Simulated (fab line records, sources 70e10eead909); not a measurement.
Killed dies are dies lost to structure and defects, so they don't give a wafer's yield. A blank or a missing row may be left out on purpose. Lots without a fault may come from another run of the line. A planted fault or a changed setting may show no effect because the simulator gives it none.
Which tool did it? | flow nand_harc | 6 lots, 18 wafers sampled, at 3 steps of a route of 1302

WHAT THE GAUGES READ, wafer by wafer
NHARC_END_WLT_00.
lot  | measured     | on        | VT_DECK1_BOTTOM
L702 | day 24 15:26 | prober-01 | 0.861 0.868 0.866
L705 | day 25 20:51 | prober-02 | 0.870 0.866 0.878
L714 | day 29 15:05 | prober-02 | 0.875 0.865 0.873
L717 | day 30 20:08 | prober-02 | 0.861 0.867 0.864
L720 | day 31 23:37 | prober-01 | 0.881 0.875 0.864
L722 | day 33 02:13 | prober-01 | 0.879 0.875 0.884

WHICH TOOL RAN EACH LOT (tool, then ch and the chambers of the sampled wafers, then the start)
lot  | NHARC_A_BLC_PRE_CLEAN_31     | NHARC_THIN_TSV_PRE_CLEAN_50
L702 | pvd_sputter-01, day 23 01:26 | pvd_sputter-02, day 24 15:26 or earlier
L705 | pvd_sputter-02, day 24 01:31 | pvd_sputter-03, day 25 20:51 or earlier
L714 | pvd_sputter-03, day 27 23:32 | pvd_sputter-03, day 29 15:05 or earlier
L717 | pvd_sputter-02, day 29 06:12 | pvd_sputter-03, day 30 20:08 or earlier
L720 | pvd_sputter-02, day 30 05:53 | pvd_sputter-01, day 31 23:37 or earlier
L722 | pvd_sputter-02, day 31 03:55 | pvd_sputter-02, day 33 02:13 or earlier
- NHARC_A_BLC_PRE_CLEAN_31: time 15 s.
- NHARC_THIN_TSV_PRE_CLEAN_50: time 30 s.

THE ANSWER, worked out from the rows above alone
Rule: what is usual is taken from the lots themselves. Put in order of their means at a reading, lots are off if they are a third of the lots or fewer, leave a main group of 4 or more, and stand apart from it by a gap of 3 or more times the standard deviation of the main group's means; of several such gaps the widest counts. A main group whose means are all the same, to the digits that the tables above print for the reading, isn't used. A lot without any number at a reading at which 4 lots or more have one is off too. The other lots that the step has rows for count as sound.
No lot is off at any reading shown: from this, nothing can be told.

WHAT THE SIMULATOR HAD PUT IN
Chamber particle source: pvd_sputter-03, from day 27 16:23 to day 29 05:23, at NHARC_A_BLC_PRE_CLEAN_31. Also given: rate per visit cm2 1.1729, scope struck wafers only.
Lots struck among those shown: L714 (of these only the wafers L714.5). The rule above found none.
